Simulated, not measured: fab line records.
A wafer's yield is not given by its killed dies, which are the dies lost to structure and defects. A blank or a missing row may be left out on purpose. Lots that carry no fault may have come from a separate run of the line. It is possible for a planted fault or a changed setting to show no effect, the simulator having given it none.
Chamber matching | flow nand_harc | NHARC_A_STAIRCASE_DEP_325 on pecvd-01: 3 sister chambers
The step deposits SiO2, target thk 3800 nm. 3 wafers are shown with their chamber, then 8 later ones without.

EACH WAFER AND ITS CHAMBER
wafer  | chamber | heater_power_w (W)
L087.3 | 2       | 680
L090.6 | 0       | 708
L093.1 | 1       | 692

WAFERS MISSING THEIR CHAMBER
wafer  | heater_power_w (W)
L093.3 | 843
L093.4 | 644
L091.1 | 731
L091.5 | 692
L091.6 | 704
L097.1 | 745
L097.3 | 816
L097.5 | 529

THE CHAMBER EACH PASSED THROUGH
wafer  | from the rows above          | in truth
L093.3 | can't be placed: 0 or 1 or 2 | 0
L093.4 | can't be placed: 2 or 1 or 0 | 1
L091.1 | can't be placed: 0 or 1 or 2 | 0
L091.5 | can't be placed: 1 or 2 or 0 | 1
L091.6 | can't be placed: 0 or 1 or 2 | 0
L097.1 | can't be placed: 0 or 1 or 2 | 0
L097.3 | can't be placed: 0 or 1 or 2 | 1
L097.5 | can't be placed: 2 or 1 or 0 | 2
0 of 8 placed correctly. Can't be placed from these rows: 8 (the true chamber is among the candidates in 8). 0 placed wrongly.
How it was worked out, from the rows above alone: a wafer's distance from a chamber is the root of the sum, over the readings, of the square of ((its reading less the chamber's mean) divided by the reading's scatter). The wafer belongs to the nearest chamber; if the next one is less than 2 further off, it can't be placed. A chamber's mean is the mean of its shown wafers. The scatter: with one shown wafer a chamber, the root of the mean of the squares of how far each hidden wafer lies from its nearest shown one.
